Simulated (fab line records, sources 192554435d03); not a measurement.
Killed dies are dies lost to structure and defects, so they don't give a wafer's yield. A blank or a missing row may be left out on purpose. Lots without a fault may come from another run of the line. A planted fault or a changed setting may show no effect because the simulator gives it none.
Which tool did it? | flow n5_finfet | 20 lots, 60 wafers sampled, at 6 steps of a route of 1938

WHAT THE GAUGES READ, wafer by wafer
N5_GATE_CUT_CD_MEAS_13: target cd 20 nm.
lot  | measured     | on        | cd_nm (nm)
L074 | day 4 09:31  | cd_sem-01 | 19.95 20.17 20.09
L075 | day 4 15:18  | cd_sem-01 | 20.16 20.42 19.93
L076 | day 4 22:13  | cd_sem-01 | 19.53 19.65 20.05
L077 | day 5 03:41  | cd_sem-01 | 20.39 19.88 20.71
L079 | day 5 19:23  | cd_sem-01 | 19.62 19.86 20.24
L080 | day 6 00:20  | cd_sem-03 | 19.80 19.97 20.11
L081 | day 6 05:20  | cd_sem-03 | 19.98 20.29 19.83
L082 | day 6 08:38  | cd_sem-01 | 20.11 19.68 19.64
L083 | day 6 15:07  | cd_sem-03 | 20.00 20.13 19.91
L085 | day 7 07:38  | cd_sem-02 | 20.08 19.87 19.83
L086 | day 7 11:31  | cd_sem-01 | 19.56 19.62 19.32
L087 | day 7 14:45  | cd_sem-01 | 20.07 19.52 19.51
L088 | day 7 21:35  | cd_sem-03 | 20.25 19.99 20.35
L089 | day 8 03:54  | cd_sem-01 | 19.88 19.77 19.63
L091 | day 8 17:32  | cd_sem-01 | 20.72 19.89 20.03
L092 | day 9 00:34  | cd_sem-01 | 20.26 19.85 19.92
L093 | day 9 04:44  | cd_sem-03 | 20.58 20.17 20.27
L094 | day 9 16:36  | cd_sem-03 | 19.75 19.82 19.36
L095 | day 9 19:32  | cd_sem-01 | 19.96 19.83 19.95
L097 | day 10 06:42 | cd_sem-03 | 20.65 20.16 20.41

WHICH TOOL RAN EACH LOT (tool, then ch and the chambers of the sampled wafers, then the start)
lot  | N5_DUMMY_REMOVAL_STRIP_10         | N5_HKMG_FIN_DESCUM_53             | N5_HKMG_FIN_ETCH_67                | N5_HKMG_FIN_ALD_72            | N5_GATE_CUT_ETCH_56
L074 | rie_diel-06 ch 2,3, day 3 20:17   | rie_diel-03 ch 2,3, day 3 21:55   | rie_diel-04 ch 0,1,2, day 4 03:43  | cvd_w-02 ch 0,1, day 4 04:49  | rie_metal-03 ch 0,1, day 4 05:51
L075 | rie_diel-02 ch 0,1,3, day 4 02:10 | rie_diel-01 ch 0,1,3, day 4 03:49 | rie_diel-01 ch 0,1,2, day 4 09:35  | cvd_w-02 ch 0,1, day 4 10:41  | rie_metal-02 ch 0,1, day 4 11:44
L076 | rie_diel-06 ch 0,1,3, day 4 09:16 | rie_diel-03 ch 0,2, day 4 10:49   | rie_diel-03 ch 0,1,2, day 4 16:38  | cvd_w-01 ch 0,1, day 4 17:46  | rie_metal-03 ch 0,1, day 4 18:47
L077 | rie_diel-05 ch 1,2,3, day 4 14:17 | rie_diel-01 ch 2,3, day 4 15:54   | rie_diel-03 ch 0,1,2, day 4 21:44  | cvd_w-01 ch 0,1, day 4 22:51  | rie_metal-03 ch 0,1, day 4 23:53
L079 | rie_diel-05 ch 1,2,3, day 5 05:55 | rie_diel-03 ch 0,1,2, day 5 07:34 | rie_diel-03 ch 0,1,2, day 5 13:44  | cvd_w-02 ch 0,1, day 5 14:56  | rie_metal-02 ch 0,1, day 5 15:58
L080 | rie_diel-02 ch 0,1, day 5 11:02   | rie_diel-04 ch 0,2, day 5 12:35   | rie_diel-04 ch 0,2,3, day 5 18:28  | cvd_w-01 ch 0,1, day 5 19:34  | rie_metal-01 ch 1, day 5 20:47
L081 | rie_diel-02 ch 0,3, day 5 16:11   | rie_diel-03 ch 1,2, day 5 17:38   | rie_diel-04 ch 0,2,3, day 5 23:37  | cvd_w-02 ch 0,1, day 6 00:44  | rie_metal-02 ch 0,1, day 6 01:47
L082 | rie_diel-06 ch 2,3, day 5 19:26   | rie_diel-01 ch 2,3, day 5 21:20   | rie_diel-04 ch 0,1,3, day 6 02:58  | cvd_w-02 ch 0,1, day 6 04:06  | rie_metal-02 ch 0,1, day 6 05:08
L083 | rie_diel-02 ch 0,2, day 6 01:34   | rie_diel-01 ch 2,3, day 6 03:00   | rie_diel-04 ch 1,2, day 6 08:46    | cvd_w-01 ch 0, day 6 09:59    | rie_metal-03 ch 1, day 6 11:10
L085 | rie_diel-06 ch 1,2,3, day 6 17:57 | rie_diel-01 ch 0,1,2, day 6 19:47 | rie_diel-04 ch 1,3, day 7 01:56    | cvd_w-01 ch 0,1, day 7 03:02  | rie_metal-02 ch 0,1, day 7 04:04
L086 | rie_diel-06 ch 0,1,2, day 6 22:04 | rie_diel-04 ch 1,2,3, day 6 23:55 | rie_diel-01 ch 0,2,3, day 7 05:56  | cvd_w-02 ch 0,1, day 7 07:02  | rie_metal-03 ch 0,1, day 7 08:05
L087 | rie_diel-02 ch 0,2,3, day 7 01:35 | rie_diel-03 ch 1,2,3, day 7 03:21 | rie_diel-01 ch 0,2,3, day 7 09:07  | cvd_w-02 ch 0,1, day 7 10:13  | rie_metal-02 ch 0,1, day 7 11:15
L088 | rie_diel-06 ch 1,2, day 7 07:50   | rie_diel-03 ch 0,1, day 7 09:36   | rie_diel-03 ch 0,1,2, day 7 15:53  | cvd_w-01 ch 0,1, day 7 16:59  | rie_metal-03 ch 0,1, day 7 18:01
L089 | rie_diel-02 ch 0,2,3, day 7 14:24 | rie_diel-01 ch 0,1,2, day 7 16:17 | rie_diel-01 ch 0,1,3, day 7 22:08  | cvd_w-01 ch 0,1, day 7 23:14  | rie_metal-02 ch 0,1, day 8 00:16
L091 | rie_diel-05 ch 0,1,2, day 8 03:43 | rie_diel-03 ch 1,2,3, day 8 05:18 | rie_diel-03 ch 2,3, day 8 11:14    | cvd_w-02 ch 0,1, day 8 12:22  | rie_metal-02 ch 1, day 8 13:38
L092 | rie_diel-06 ch 0,2, day 8 11:02   | rie_diel-03 ch 2,3, day 8 12:41   | rie_diel-03 ch 0,1,3, day 8 18:31  | cvd_w-02 ch 0,1, day 8 19:40  | rie_metal-02 ch 1, day 8 20:53
L093 | rie_diel-05 ch 0,1,3, day 8 15:11 | rie_diel-01 ch 0,1,2, day 8 16:44 | rie_diel-03 ch 1,2, day 8 22:58    | cvd_w-02 ch 0,1, day 9 00:04  | rie_metal-03 ch 0,1, day 9 01:18
L094 | rie_diel-05 ch 0,2,3, day 9 02:53 | rie_diel-04 ch 1,2,3, day 9 04:38 | rie_diel-01 ch 0,1,2, day 9 10:58  | cvd_w-01 ch 0,1, day 9 12:05  | rie_metal-03 ch 0,1, day 9 13:07
L095 | rie_diel-02 ch 0,3, day 9 06:11   | rie_diel-03 ch 0,2, day 9 07:42   | rie_diel-03 ch 2,3, day 9 13:48    | cvd_w-01 ch 0,1, day 9 14:54  | rie_metal-03 ch 0,1, day 9 15:56
L097 | rie_diel-02 ch 1,2, day 9 17:29   | rie_diel-03 ch 0,1, day 9 19:02   | rie_diel-01 ch 0,2,3, day 10 00:51 | cvd_w-01 ch 0,1, day 10 02:07 | rie_metal-03 ch 0,1, day 10 03:15
- N5_DUMMY_REMOVAL_STRIP_10: strips in N2/H2, time 40 s.
- N5_HKMG_FIN_DESCUM_53: chemistry O2, time 7.9 s.
- N5_HKMG_FIN_ETCH_67: etches SOC in N2/H2, stops on TiN, target depth 388.9 nm.
- N5_HKMG_FIN_ALD_72: deposits W, target thk 2 nm, pulse time 1 s, purge time 2 s.
- N5_GATE_CUT_ETCH_56: etches TiN in Cl2/Ar, target depth 21.6 nm.

WHAT THE TOOLS THEMSELVES READ (means of the sampled wafers that have a number; where no wafer has one, the mark that the record gives instead)
N5_DUMMY_REMOVAL_STRIP_10.
lot  | tool        | chamber_pressure_mTorr (mTorr) | drypump_motor_current_A (A) | oes_product_au (a.u.) | rf_vpp_V (V) | showerhead_plenum_p_Torr (Torr) | throttle_valve_pct (%)
L074 | rie_diel-06 | 100.05                         | 5.7                         | 0.72                  | 45.3         | 3.38                            | 12.25
L075 | rie_diel-02 | 100.01                         | 5.7                         | 0.82                  | 45.7         | 3.36                            | 12.40
L076 | rie_diel-06 | 100.02                         | 5.8                         | 0.78                  | 45.4         | 3.48                            | 12.20
L077 | rie_diel-05 | 99.99                          | 5.8                         | 0.76                  | 45.0         | 3.45                            | 12.29
L079 | rie_diel-05 | 99.94                          | 5.8                         | 0.76                  | 45.2         | 3.44                            | 12.29
L080 | rie_diel-02 | 99.99                          | 5.4                         | 0.75                  | 44.8         | 3.31                            | 12.44
L081 | rie_diel-02 | 100.02                         | 5.2                         | 0.77                  | 44.9         | 3.24                            | 12.67
L082 | rie_diel-06 | 100.01                         | 5.9                         | 0.70                  | 45.1         | 3.41                            | 12.39
L083 | rie_diel-02 | 99.93                          | 4.9                         | 0.72                  | 45.5         | 3.29                            | 12.57
L085 | rie_diel-06 | 99.99                          | 5.8                         | 0.74                  | 44.9         | 3.44                            | 12.15
L086 | rie_diel-06 | 99.98                          | 5.6                         | 0.79                  | 44.9         | 3.43                            | 12.11
L087 | rie_diel-02 | 99.96                          | 5.2                         | 0.76                  | 45.4         | 3.33                            | 12.56
L088 | rie_diel-06 | 100.04                         | 5.5                         | 0.75                  | 46.1         | 3.40                            | 12.04
L089 | rie_diel-02 | 99.98                          | 5.2                         | 0.77                  | 45.0         | 3.33                            | 12.57
L091 | rie_diel-05 | 99.98                          | 5.6                         | 0.75                  | 46.0         | 3.44                            | 12.35
L092 | rie_diel-06 | 100.03                         | 5.7                         | 0.76                  | 44.9         | 3.38                            | 12.39
L093 | rie_diel-05 | 100.03                         | 5.5                         | 0.72                  | 45.9         | 3.32                            | 12.32
L094 | rie_diel-05 | 99.95                          | 5.7                         | 0.74                  | 45.1         | 3.34                            | 12.29
L095 | rie_diel-02 | 99.97                          | 5.4                         | 0.80                  | 44.3         | 3.27                            | 12.68
L097 | rie_diel-02 | 100.00                         | 6.0                         | 0.79                  | 44.7         | 3.52                            | 12.12

N5_HKMG_FIN_DESCUM_53.
lot  | tool        | chamber_pressure_mTorr (mTorr) | drypump_motor_current_A (A) | oes_product_au (a.u.) | rf_vpp_V (V) | showerhead_plenum_p_Torr (Torr) | throttle_valve_pct (%)
L074 | rie_diel-03 | 20.012                         | 5.88                        | 0.80                  | 244.6        | 2.11                            | 20.25
L075 | rie_diel-01 | 20.002                         | 5.72                        | 0.82                  | 242.6        | 2.09                            | 20.22
L076 | rie_diel-03 | 19.991                         | 5.67                        | 0.74                  | 243.9        | 2.12                            | 20.47
L077 | rie_diel-01 | 20.000                         | 5.70                        | 0.75                  | 242.7        | 2.08                            | 20.56
L079 | rie_diel-03 | 20.013                         | 5.75                        | 0.77                  | 243.2        | 2.10                            | 20.52
L080 | rie_diel-04 | 20.009                         | 5.55                        | 0.69                  | 244.2        | 2.14                            | 20.62
L081 | rie_diel-03 | 19.990                         | 5.84                        | 0.79                  | 243.5        | 2.08                            | 20.57
L082 | rie_diel-01 | 19.992                         | 5.70                        | 0.74                  | 243.1        | 2.08                            | 20.56
L083 | rie_diel-01 | 19.991                         | 5.71                        | 0.74                  | 243.1        | 2.07                            | 20.58
L085 | rie_diel-01 | 20.011                         | 5.64                        | 0.84                  | 243.0        | 2.10                            | 20.43
L086 | rie_diel-04 | 19.998                         | 5.51                        | 0.71                  | 244.0        | 2.14                            | 20.67
L087 | rie_diel-03 | 20.021                         | 5.81                        | 0.78                  | 243.4        | 2.06                            | 20.38
L088 | rie_diel-03 | 19.996                         | 5.59                        | 0.73                  | 242.2        | 2.07                            | 20.60
L089 | rie_diel-01 | 20.009                         | 5.64                        | 0.82                  | 243.0        | 2.10                            | 20.44
L091 | rie_diel-03 | 20.034                         | 5.80                        | 0.78                  | 242.9        | 2.06                            | 20.40
L092 | rie_diel-03 | 19.987                         | 5.73                        | 0.77                  | 243.5        | 2.04                            | 20.19
L093 | rie_diel-01 | 19.997                         | 5.66                        | 0.80                  | 243.5        | 2.09                            | 20.45
L094 | rie_diel-04 | 20.004                         | 5.51                        | 0.79                  | 244.3        | 2.13                            | 20.52
L095 | rie_diel-03 | 19.998                         | 5.67                        | 0.71                  | 243.5        | 2.11                            | 20.53
L097 | rie_diel-03 | 20.005                         | 5.70                        | 0.75                  | 242.0        | 2.04                            | 20.66

N5_HKMG_FIN_ETCH_67.
lot  | tool        | bias_w (W) | chamber_pressure_mTorr (mTorr) | drypump_motor_current_A (A) | oes_product_au (a.u.) | rf_vpp_V (V) | showerhead_plenum_p_Torr (Torr) | throttle_valve_pct (%)
L074 | rie_diel-04 | 61.01      | 30.007                         | 5.73                        | 0.70                  | 240.3        | 2.55                            | 18.07
L075 | rie_diel-01 | 60.74      | 29.998                         | 5.65                        | 0.83                  | 240.9        | 2.58                            | 17.92
L076 | rie_diel-03 | 60.96      | 30.034                         | 5.78                        | 0.77                  | 240.9        | 2.54                            | 17.76
L077 | rie_diel-03 | 60.98      | 29.986                         | 5.78                        | 0.76                  | 240.7        | 2.54                            | 17.78
L079 | rie_diel-03 | 61.24      | 30.000                         | 5.78                        | 0.76                  | 240.5        | 2.54                            | 17.78
L080 | rie_diel-04 | 61.11      | 30.000                         | 5.52                        | 0.71                  | 241.6        | 2.60                            | 18.09
L081 | rie_diel-04 | 61.05      | 30.004                         | 5.49                        | 0.71                  | 241.8        | 2.60                            | 18.09
L082 | rie_diel-04 | 61.13      | 29.982                         | 5.69                        | 0.71                  | 241.5        | 2.55                            | 18.15
L083 | rie_diel-04 | 60.98      | 30.006                         | 5.79                        | 0.69                  | 240.3        | 2.55                            | 18.11
L085 | rie_diel-04 | 60.83      | 29.983                         | 5.48                        | 0.72                  | 241.8        | 2.60                            | 18.19
L086 | rie_diel-01 | 60.84      | 29.977                         | 5.74                        | 0.76                  | 239.9        | 2.51                            | 17.96
L087 | rie_diel-01 | 60.74      | 30.010                         | 5.74                        | 0.75                  | 240.1        | 2.51                            | 17.95
L088 | rie_diel-03 | 60.90      | 29.986                         | 5.78                        | 0.74                  | 240.8        | 2.53                            | 17.80
L089 | rie_diel-01 | 60.89      | 29.989                         | 5.72                        | 0.78                  | 241.3        | 2.55                            | 17.82
L091 | rie_diel-03 | 60.97      | 30.005                         | 5.86                        | 0.74                  | 241.5        | 2.57                            | 17.73
L092 | rie_diel-03 | 60.85      | 29.997                         | 5.67                        | 0.75                  | 240.1        | 2.45                            | 17.73
L093 | rie_diel-03 | 60.94      | 30.013                         | 5.91                        | 0.74                  | 242.1        | 2.57                            | 17.86
L094 | rie_diel-01 | 61.20      | 29.977                         | 5.64                        | 0.79                  | 240.7        | 2.56                            | 18.00
L095 | rie_diel-03 | 61.12      | 30.006                         | 5.87                        | 0.73                  | 241.3        | 2.56                            | 17.75
L097 | rie_diel-01 | 61.05      | 30.012                         | 5.74                        | 0.83                  | 239.4        | 2.50                            | 17.86

N5_HKMG_FIN_ALD_72.
lot  | tool     | heater_power_outer_w (W) | heater_power_w (W) | precursor_pulse_height_rel | susceptor_temp_C (C)
L074 | cvd_w-02 | 286                      | 486                | 0.988                      | 299.85
L075 | cvd_w-02 | 284                      | 479                | 1.022                      | 300.12
L076 | cvd_w-01 | 289                      | 493                | 0.991                      | 299.90
L077 | cvd_w-01 | 270                      | 477                | 1.011                      | 300.09
L079 | cvd_w-02 | 285                      | 480                | 0.991                      | 300.07
L080 | cvd_w-01 | 270                      | 483                | 0.993                      | 300.12
L081 | cvd_w-02 | 286                      | 479                | 1.009                      | 300.10
L082 | cvd_w-02 | 289                      | 480                | 0.990                      | 300.02
L083 | cvd_w-01 | 310                      | 509                | 1.005                      | 299.54
L085 | cvd_w-01 | 272                      | 473                | 0.995                      | 300.08
L086 | cvd_w-02 | 288                      | 480                | 1.006                      | 299.95
L087 | cvd_w-02 | 289                      | 488                | 1.023                      | 299.80
L088 | cvd_w-01 | 290                      | 499                | 0.968                      | 300.08
L089 | cvd_w-01 | 273                      | 478                | 0.998                      | 299.87
L091 | cvd_w-02 | 287                      | 489                | 0.994                      | 299.69
L092 | cvd_w-02 | 288                      | 475                | 0.994                      | 299.97
L093 | cvd_w-02 | 287                      | 487                | 0.994                      | 299.98
L094 | cvd_w-01 | 266                      | 487                | 0.994                      | 299.94
L095 | cvd_w-01 | 276                      | 481                | 0.995                      | 299.98
L097 | cvd_w-01 | 271                      | 486                | 1.008                      | 299.99

N5_GATE_CUT_ETCH_56.
lot  | tool         | bias_w (W) | chamber_pressure_mTorr (mTorr) | drypump_motor_current_A (A) | he_backside_leak_sccm (sccm) | oes_product_au (a.u.) | throttle_valve_pct (%)
L074 | rie_metal-03 | 60.13      | 9.986                          | 5.8                         | 3.49                         | 0.69                  | 20.4
L075 | rie_metal-02 | 59.93      | 9.998                          | 6.3                         | 3.53                         | 0.73                  | 20.9
L076 | rie_metal-03 | 60.04      | 10.011                         | 5.8                         | 3.28                         | 0.69                  | 20.4
L077 | rie_metal-03 | 60.10      | 9.998                          | 5.8                         | 3.35                         | 0.69                  | 20.4
L079 | rie_metal-02 | 59.94      | 9.992                          | 6.3                         | 3.50                         | 0.72                  | 20.9
L080 | rie_metal-01 | 59.71      | 9.999                          | 6.7                         | 3.28                         | 0.62                  | 21.4
L081 | rie_metal-02 | 60.07      | 9.994                          | 6.0                         | 3.35                         | 0.82                  | 20.7
L082 | rie_metal-02 | 59.95      | 10.000                         | 6.0                         | 3.41                         | 0.82                  | 20.8
L083 | rie_metal-03 | 59.84      | 10.005                         | 5.6                         | 3.31                         | 0.73                  | 20.2
L085 | rie_metal-02 | 59.84      | 10.007                         | 6.0                         | 3.49                         | 0.82                  | 20.8
L086 | rie_metal-03 | 60.06      | 10.003                         | 5.8                         | 3.56                         | 0.82                  | 20.3
L087 | rie_metal-02 | 60.03      | 9.997                          | 6.3                         | 3.41                         | 0.71                  | 20.9
L088 | rie_metal-03 | 60.13      | 10.000                         | 6.0                         | 3.50                         | 0.90                  | 20.5
L089 | rie_metal-02 | 59.98      | 10.008                         | 6.0                         | 3.43                         | 0.80                  | 20.8
L091 | rie_metal-02 | 60.28      | 9.998                          | 5.7                         | 3.35                         | 0.90                  | 20.7
L092 | rie_metal-02 | 60.03      | 10.000                         | 5.7                         | 3.29                         | 0.88                  | 20.7
L093 | rie_metal-03 | 59.99      | 9.993                          | 6.0                         | 3.31                         | 0.88                  | 20.5
L094 | rie_metal-03 | 60.17      | 9.992                          | 5.8                         | 3.44                         | 0.80                  | 20.4
L095 | rie_metal-03 | 59.84      | 10.000                         | 5.8                         | 3.28                         | 0.79                  | 20.4
L097 | rie_metal-03 | 59.76      | 10.018                         | 5.8                         | 3.46                         | 0.79                  | 20.4

THE ANSWER, worked out from the rows above alone
Rule: what is usual is taken from the lots themselves. Put in order of their means at a reading, lots are off if they are a third of the lots or fewer, leave a main group of 4 or more, and stand apart from it by a gap of 3 or more times the standard deviation of the main group's means; of several such gaps the widest counts. A main group whose means are all the same, to the digits that the tables above print for the reading, isn't used. A lot without any number at a reading at which 4 lots or more have one is off too. The other lots that the step has rows for count as sound. The gauges are gone through in route order, then the tools' own readings, and for those a lot's mean is taken as printed above. The first step at which some lot is off is used, and at that step the reading that is off furthest; a lot without a number counts as furthest.
No lot is off at any reading shown: from this, nothing can be told.

WHAT THE SIMULATOR HAD PUT IN
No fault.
